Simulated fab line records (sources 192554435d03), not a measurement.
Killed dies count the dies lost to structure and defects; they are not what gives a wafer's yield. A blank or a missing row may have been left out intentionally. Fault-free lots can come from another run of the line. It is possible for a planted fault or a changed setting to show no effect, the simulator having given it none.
fab line records -- flow n5-finfet
record: lots: 10, wafers: 27, last-day: 17
route steps=1938 shown BEOL_M11@1588 BEOL_M12@1612 PASSIVATION@1936
lots untouched by any fault: they come from a run of this same line in which no faults occurred
start-h: hours from the record's opening day to when the first of the lot's shown wafers began -- wait-h: hours elapsed since this lot's preceding step -- " same as the row above -- L1.1+2: several wafers, shown together as one row -- - no value present, or no start provided -- * or withheld: withheld -- < > ~ a bound
route shown NAME@n: NAME is a module with steps in the file, n the number in the route of the first one -- usual: mean/standard deviation taken from wafers without a fault -- same: alike in all rows -- chamber/n: place in a boat -- sites: readings site by site -- _std_site: standard deviation across them -- _edge_site: the outer-site mean with the inner-site mean subtracted -- radius-mm: how far each site lies from the wafer's centre -- mask NAME#n: copy n -- behind: the most recent tool/chamber to have shaped the wafer -- hold: cause of the lot's hold/its duration in hours/its outcome -- device: whichever transistor did not switch (one of n, p or np) -- end of line: the tests these same wafers got at the end of their route -- a step without rows: its recipe alone -- killed: not the wafer's yield, but the dies lost to structure and defects at the first sort -- map: shows each die of a wafer: x if killed, . if not, _ if none is there
set.NAME: setting as actually run; set.NAME@STEP: the setting as run at that earlier step -- model.NAME: the simulator's own value behind a step, which no gauge read
route steps across a sampled set of lots; one table per step, one row per wafer
services: a tool's chamber out of use, with start hour (start-h, from the record's first day; less than 0 if before it), hours out, and reason
== steps ==
step: N5_BEOL_M11_DEGAS_44
recipe: ambient: vacuum, temp-c: 250, time-s: 60
usual: heater-power-w: 314/16
lot.wafer,tool,chamber,start-h,wait-h,heater-power-w
L486.1,pvd-sputter-02,-,234.85,0.6,308
L486.2,pvd-sputter-02,-,234.85,0.6,277
L486.4,pvd-sputter-02,-,234.85,0.6,333
L489.1,pvd-sputter-03,-,244.13,0.3,340
L489.4,pvd-sputter-03,-,244.13,0.3,307
L489.6,pvd-sputter-03,-,244.13,0.3,301
L487.4,pvd-sputter-03,-,244.56,0.1,317
L487.5,pvd-sputter-03,-,244.56,0.1,300
L487.6,pvd-sputter-03,-,244.56,0.1,304
L493.2,pvd-sputter-02,-,269.57,0.4,306
L493.6,pvd-sputter-02,-,269.57,0.4,276
L494.2,pvd-sputter-03,-,277.55,1.8,344
L494.6,pvd-sputter-03,-,277.55,1.8,308
L495.2,pvd-sputter-02,-,277.74,1.6,323
L495.4,pvd-sputter-02,-,277.74,1.6,274
L501.1,pvd-sputter-03,-,323.81,0.3,307
L501.2,pvd-sputter-03,-,323.81,0.3,347
L501.5,pvd-sputter-03,-,323.81,0.3,307
L506.2,pvd-sputter-01,-,349.87,0.4,316
L506.3,pvd-sputter-01,-,349.87,0.4,296
L506.6,pvd-sputter-01,-,349.87,0.4,312
L508.3,pvd-sputter-02,-,361.75,0.2,303
L508.4,pvd-sputter-02,-,361.75,0.2,320
L508.6,pvd-sputter-02,-,361.75,0.2,294
L507.1,pvd-sputter-02,-,372.84,2.4,274
L507.3,pvd-sputter-02,-,372.84,2.4,300
L507.5,pvd-sputter-02,-,372.84,2.4,298
step: N5_BEOL_M11_THK_MEAS_53
recipe: thk-meas-gauge: xrf, reads: Cu_of_BEOL_M11_ECD_50
usual: M11_THK: 137/3
lot.wafer,tool,chamber,start-h,wait-h,M11_THK[nm]
L486.1,film-metro-02,-,236.47,-,135
L486.2,film-metro-02,-,236.47,-,134
L486.4,film-metro-02,-,236.47,-,135
L489.1,film-metro-01,-,246.49,-,136
L489.4,film-metro-01,-,246.49,-,139
L489.6,film-metro-01,-,246.49,-,139
L487.4,film-metro-01,-,246.58,-,138
L487.5,film-metro-01,-,246.58,-,140
L487.6,film-metro-01,-,246.58,-,137
L493.2,film-metro-02,-,271.57,-,133
L493.6,film-metro-02,-,271.57,-,135
L494.2,film-metro-02,-,279.34,-,133
L494.6,film-metro-02,-,279.34,-,137
L495.2,film-metro-01,-,280.35,-,141
L495.4,film-metro-01,-,280.35,-,139
L501.1,film-metro-01,-,326.66,-,139
L501.2,film-metro-01,-,326.66,-,136
L501.5,film-metro-01,-,326.66,-,137
L506.2,film-metro-02,-,353.55,-,138
L506.3,film-metro-02,-,353.55,-,139
L506.6,film-metro-02,-,353.55,-,137
L508.3,film-metro-02,-,363.68,-,136
L508.4,film-metro-02,-,363.68,-,135
L508.6,film-metro-02,-,363.68,-,139
L507.1,film-metro-02,-,376.04,-,139
L507.3,film-metro-02,-,376.04,-,137
L507.5,film-metro-02,-,376.04,-,134
step: N5_BEOL_M12_CD_MEAS_10
recipe: target-cd-nm: 140, landing-energy-ev: 500, detector: se-inlens, polarity: opening
usual: cd-nm: 140.5/1.5
lot.wafer,tool,chamber,start-h,wait-h,cd-nm
L486.1,cd-sem-01,0,237.22,-,139.5
L486.2,cd-sem-01,0,237.22,-,138.9
L486.4,cd-sem-01,0,237.22,-,139.4
L489.1,cd-sem-01,0,247.24,-,139.7
L489.4,cd-sem-01,0,247.24,-,141.4
L489.6,cd-sem-01,0,247.24,-,141.6
L487.4,cd-sem-02,0,247.40,-,141.5
L487.5,cd-sem-02,0,247.40,-,139.7
L487.6,cd-sem-02,0,247.40,-,140.8
L493.2,cd-sem-01,0,272.19,-,140.5
L493.6,cd-sem-01,0,272.19,-,138.8
L494.2,cd-sem-03,0,279.96,-,140.2
L494.6,cd-sem-03,0,279.96,-,139.8
L495.2,cd-sem-03,0,281.10,-,138.4
L495.4,cd-sem-03,0,281.10,-,140.2
L501.1,cd-sem-02,0,327.43,-,142.1
L501.2,cd-sem-02,0,327.43,-,138.4
L501.5,cd-sem-02,0,327.43,-,138.3
L506.2,cd-sem-03,0,354.23,-,141.7
L506.3,cd-sem-03,0,354.23,-,141.3
L506.6,cd-sem-03,0,354.23,-,141.6
L508.3,cd-sem-01,0,364.46,-,139.6
L508.4,cd-sem-01,0,364.46,-,140.0
L508.6,cd-sem-01,0,364.46,-,141.4
L507.1,cd-sem-03,0,376.83,-,142.2
L507.3,cd-sem-03,0,376.83,-,140.6
L507.5,cd-sem-03,0,376.83,-,141.2
step: N5_BEOL_M12_ETCH_59
recipe: chemistry: N2/H2, target: BARC, target-depth-a: 890, overetch-a: 267, time-s: 67.9, ion-energy-ev: 200, pressure-mtorr: 30, source-w: 840, bias-w: 150, n2-flow-sccm: 200, h2-flow-sccm: 200
usual: drypump-motor-current-A: 5.5/0.39, oes-product-au: 0.68/0.056, rf-vpp-V: 523.8/2.1, showerhead-plenum-p-Torr: 2.54/0.07, throttle-valve-pct: 17.99/0.28
lot.wafer,tool,chamber,start-h,wait-h,drypump-motor-current-A,oes-product-au,rf-hours-counter-h,rf-vpp-V,showerhead-plenum-p-Torr,throttle-valve-pct
L486.1,rie-diel-02,2,237.45,0.0,5.0,0.60,199,519.2,2.42,18.23
L486.2,rie-diel-02,3,237.45,0.0,4.9,0.62,180,523.2,2.53,18.00
L486.4,rie-diel-02,0,237.45,0.0,5.6,0.62,194,522.1,2.51,18.07
L489.1,rie-diel-02,0,247.36,0.0,5.6,0.62,197,524.6,2.51,18.07
L489.4,rie-diel-02,2,247.36,0.0,5.0,0.60,201,522.2,2.42,18.24
L489.6,rie-diel-02,0,247.36,0.0,5.6,0.63,-,523.9,2.51,18.07
L487.4,rie-diel-04,0,247.55,0.0,5.5,0.73,-,525.6,2.58,18.03
L487.5,rie-diel-04,2,247.55,0.0,5.6,0.74,-,525.9,2.60,18.28
L487.6,rie-diel-04,3,247.55,0.0,5.4,0.67,-,525.0,2.56,18.04
L493.2,rie-diel-04,0,272.31,0.0,5.5,0.72,70,525.8,2.57,18.02
L493.6,rie-diel-04,3,272.31,0.0,5.4,0.65,-,525.8,2.56,18.05
L494.2,rie-diel-04,3,280.08,0.0,5.4,0.66,125,523.5,2.56,18.06
L494.6,rie-diel-04,3,280.08,0.0,5.4,0.64,-,523.3,2.56,18.05
L495.2,rie-diel-04,0,281.55,0.0,5.5,0.71,73,526.1,2.57,18.04
L495.4,rie-diel-04,1,281.55,0.0,4.8,0.78,9,522.6,2.48,17.57
L501.1,rie-diel-01,2,327.55,0.0,5.6,0.71,81,527.4,2.68,17.44
L501.2,rie-diel-01,1,327.55,0.0,6.1,0.62,177,521.1,2.42,18.19
L501.5,rie-diel-01,1,327.55,0.0,6.1,0.62,-,519.3,2.42,18.18
L506.2,rie-diel-01,2,354.35,0.0,5.6,0.70,89,526.6,2.67,17.47
L506.3,rie-diel-01,1,354.35,0.0,6.1,0.62,185,520.9,2.42,18.20
L506.6,rie-diel-01,1,354.35,0.0,6.1,0.62,-,519.7,2.42,18.20
L508.3,rie-diel-04,0,364.58,0.0,5.5,0.69,103,525.1,2.56,18.07
L508.4,rie-diel-04,2,364.58,0.0,5.7,0.70,83,525.3,2.58,18.32
L508.6,rie-diel-04,0,364.58,0.0,5.5,0.69,-,524.2,2.56,18.08
L507.1,rie-diel-04,1,376.96,0.0,4.8,0.73,41,522.0,2.47,17.63
L507.3,rie-diel-04,3,376.96,0.0,5.4,0.64,157,523.4,2.54,18.10
L507.5,rie-diel-04,2,376.96,0.0,5.6,0.69,-,523.7,2.58,18.34
step: N5_BEOL_M12_STRIP_63
recipe: chemistry: N2/H2, power-w: 1000, temp-c: 250, h2-frac: 0.65, overash-fraction: 0.3, pressure-mtorr: 1000, n2-flow-sccm: 1750, h2-flow-sccm: 3250
usual: drypump-motor-current-A: 5.92/0.17, heater-power-w: 310/24, oes-product-au: 0.692/0.0043, strip-time-to-endpoint-s: 42.5/0.7, temp-c: 249.99/0.17
lot.wafer,tool,chamber,start-h,wait-h,drypump-motor-current-A,heater-power-w,oes-product-au,rf-hours-counter-h,strip-time-to-endpoint-s,temp-c
L486.1,plasma-asher-02,0,237.70,-,6.10,326,0.694,118,43.0,250.06
L486.2,plasma-asher-02,1,237.70,-,5.94,281,0.696,118,43.7,249.71
L486.4,plasma-asher-02,0,237.70,-,6.10,327,0.692,-,43.0,250.11
L489.1,plasma-asher-02,0,247.61,-,6.10,325,0.692,121,42.7,249.95
L489.4,plasma-asher-02,0,247.61,-,6.10,323,0.689,-,41.9,249.98
L489.6,plasma-asher-02,1,247.61,-,5.92,279,0.690,-,41.9,249.98
L487.4,plasma-asher-01,0,247.79,-,5.60,335,0.698,-,41.8,249.93
L487.5,plasma-asher-01,1,247.79,-,5.97,298,0.695,-,42.8,250.22
L487.6,plasma-asher-01,0,247.79,-,5.60,342,0.700,-,41.8,249.84
L493.2,plasma-asher-02,0,272.56,-,6.16,326,0.693,127,42.4,250.19
L493.6,plasma-asher-02,1,272.56,-,5.92,273,0.698,-,47.3,250.02
L494.2,plasma-asher-02,1,280.34,-,5.90,280,0.697,129,43.0,250.04
L494.6,plasma-asher-02,1,280.34,-,5.92,275,0.700,-,46.3,250.08
L495.2,plasma-asher-01,1,281.80,-,5.98,308,0.696,77,42.1,250.07
L495.4,plasma-asher-01,1,281.80,-,5.98,309,0.690,-,46.9,250.00
L501.1,plasma-asher-01,1,327.80,-,5.97,301,0.693,86,43.5,250.02
L501.2,plasma-asher-01,0,327.80,-,5.65,345,0.700,86,43.4,250.13
L501.5,plasma-asher-01,0,327.80,-,5.62,349,0.689,-,43.1,250.11
L506.2,plasma-asher-01,1,354.60,-,5.98,305,0.692,91,43.3,249.83
L506.3,plasma-asher-01,1,354.60,-,6.01,295,0.686,-,41.9,250.07
L506.6,plasma-asher-01,0,354.60,-,5.63,338,0.702,-,42.2,250.06
L508.3,plasma-asher-02,0,364.85,-,6.08,332,0.692,-,42.6,249.77
L508.4,plasma-asher-02,1,364.85,-,5.89,285,0.688,-,42.6,249.87
L508.6,plasma-asher-02,1,364.85,-,5.91,281,0.695,-,42.1,249.85
L507.1,plasma-asher-02,1,377.21,-,5.90,287,0.694,148,43.2,249.71
L507.3,plasma-asher-02,1,377.21,-,5.90,284,0.692,-,43.2,250.07
L507.5,plasma-asher-02,0,377.21,-,6.08,326,0.692,-,41.4,249.96
step: N5_BEOL_M12_CD_MEAS_17
recipe: target-cd-nm: 140, polarity: opening
usual: cd-nm: 140.9/1.5
lot.wafer,tool,chamber,start-h,wait-h,cd-nm
L486.1,cd-sem-01,-,237.90,0.0,140.4
L486.2,cd-sem-01,-,237.90,0.0,139.9
L486.4,cd-sem-01,-,237.90,0.0,139.9
L489.1,cd-sem-01,-,247.82,0.0,141.0
L489.4,cd-sem-01,-,247.82,0.0,141.9
L489.6,cd-sem-01,-,247.82,0.0,141.2
L487.4,cd-sem-02,-,247.98,0.0,142.3
L487.5,cd-sem-02,-,247.98,0.0,140.0
L487.6,cd-sem-02,-,247.98,0.0,141.1
L493.2,cd-sem-03,-,272.77,0.0,141.1
L493.6,cd-sem-03,-,272.77,0.0,135.3
L494.2,cd-sem-03,-,280.54,0.0,139.5
L494.6,cd-sem-03,-,280.54,0.0,137.6
L495.2,cd-sem-02,-,282.01,0.0,138.5
L495.4,cd-sem-02,-,282.01,0.0,136.0
L501.1,cd-sem-03,-,328.01,0.0,143.8
L501.2,cd-sem-03,-,328.01,0.0,140.2
L501.5,cd-sem-03,-,328.01,0.0,139.3
L506.2,cd-sem-01,-,354.81,0.0,141.9
L506.3,cd-sem-01,-,354.81,0.0,141.2
L506.6,cd-sem-01,-,354.81,0.0,141.2
L508.3,cd-sem-01,-,365.04,0.0,139.5
L508.4,cd-sem-01,-,365.04,0.0,140.8
L508.6,cd-sem-01,-,365.04,0.0,141.4
L507.1,cd-sem-01,-,377.42,0.0,142.6
L507.3,cd-sem-01,-,377.42,0.0,141.8
L507.5,cd-sem-01,-,377.42,0.0,142.4
step: N5_PASSIVATION_PROBE_49
usual: defect-limited-yield: 91.1/1.4, killed_at_M0_to_M3: 35/8.7, killed_at_M4_up: 14/5.3, killed-at-contacts: 12/6.2, killed-at-front-end: 41/12, killed-at-other: 3.4/2.6, killed-dies: 105/16, killed-on-rim: 14/3.8, killed-open: 67/13, killed-short: 36/7.3, sort_bin_5_function: 5.2/0.96, sort_bin_6_memory: 3.3/0.6, sort-n-pass: 1075/16, sort-yield-pct: 91.1/1.4
same: gross-dies: 1180, killed-at-back-side: 0, sort_bin_4_leakage[%]: 0, sort_bin_8_speed[%]: 0
lot.wafer,tool,chamber,start-h,wait-h,defect-limited-yield[%],killed_at_M0_to_M3,killed_at_M4_up,killed-at-contacts,killed-at-front-end,killed-at-other,killed-dies,killed-on-rim,killed-open,killed-short,sort_bin_5_function[%],sort_bin_6_memory[%],sort-n-pass,sort-yield-pct[%]
L495.2,prober-02,-,321.47,0.1,91.9,36,6,11,42,0,95,17,57,38,4.4,3.3,1085,91.9
L495.4,prober-02,-,321.57,0.2,91.4,35,9,5,49,4,102,11,69,32,5.1,3.1,1078,91.4
killed by level:class
L495.2 BEOL_M0_SAQP:geometric-particle:open=12 FIN_SAQP:geometric-particle:short=11 STI_FIN_REVEAL:geometric-particle:open=8 MOL_CONTACT_COAG:geometric-particle:open=7 ILD0:geometric-particle:short=6 BEOL_M0_SAQP:geometric-particle:short=6 BEOL_M1:geometric-particle:open=6 GATE_CUT:geometric-particle:short=5
L495.4 STI_FIN_REVEAL:geometric-particle:open=16 BEOL_M1:geometric-particle:open=9 FIN_SAQP:geometric-particle:short=8 BEOL_M0_SAQP:geometric-particle:open=8 FIN_SAQP:geometric-particle:open=6 BEOL_M0_SAQP:geometric-particle:short=6 BEOL_M2:geometric-particle:open=6 DUMMY_GATE:geometric-particle:open=5
== services ==
tool,chamber,start-h,hours,kind
rie-diel-02,-,220.78,2.3,repair
rie-diel-04,1,229.53,-,clean
rie-diel-04,1,229.53,-,consumable-replace:focus-ring
rie-diel-04,1,229.53,26.2,scheduled-down
rie-diel-04,1,229.53,26.2,vent-cycle
rie-diel-01,3,270.15,5.9,repair
rie-diel-01,2,285.76,10.5,repair
rie-diel-01,0,307.46,4.7,repair
rie-diel-01,0,314.89,13.9,repair
rie-diel-01,1,329.92,2.2,repair
rie-diel-04,3,350.74,3.8,repair
rie-diel-01,-,352.40,0.5,repair
plasma-asher-02,-,362.57,1.3,repair
pvd-sputter-01,-,363.13,9.5,repair
pvd-sputter-02,-,369.14,3.4,repair
rie-diel-01,-,374.73,2.8,pm
== key ==
first-sign: step: N5_BEOL_M12_STRIP_63, reading: strip-time-to-endpoint-s, direction: up, sigmas: 6.2, usual: *, struck: *
effect: step: N5_BEOL_M12_CD_MEAS_17, reading: cd-nm, direction: down, sigmas: 3.1, usual: 140.9, struck: 136.3
met-at N5_BEOL_M12_ETCH_59
struck-lots L493,L494,L495
struck-wafers L493.6,L494.6,L495.4
not-acting-at N5_BEOL_M11_DEGAS_44,N5_BEOL_M11_THK_MEAS_53,N5_BEOL_M12_CD_MEAS_10
onset-between 247.55 272.31
fault: kind: process-parameter-drift, tool: rie-diel-04, chamber: -, onset-h: 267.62, steps: N5_BEOL_M12_ETCH_59, channel: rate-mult, offset: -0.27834, shape: step, end-h: 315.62, scope: struck-wafers-only
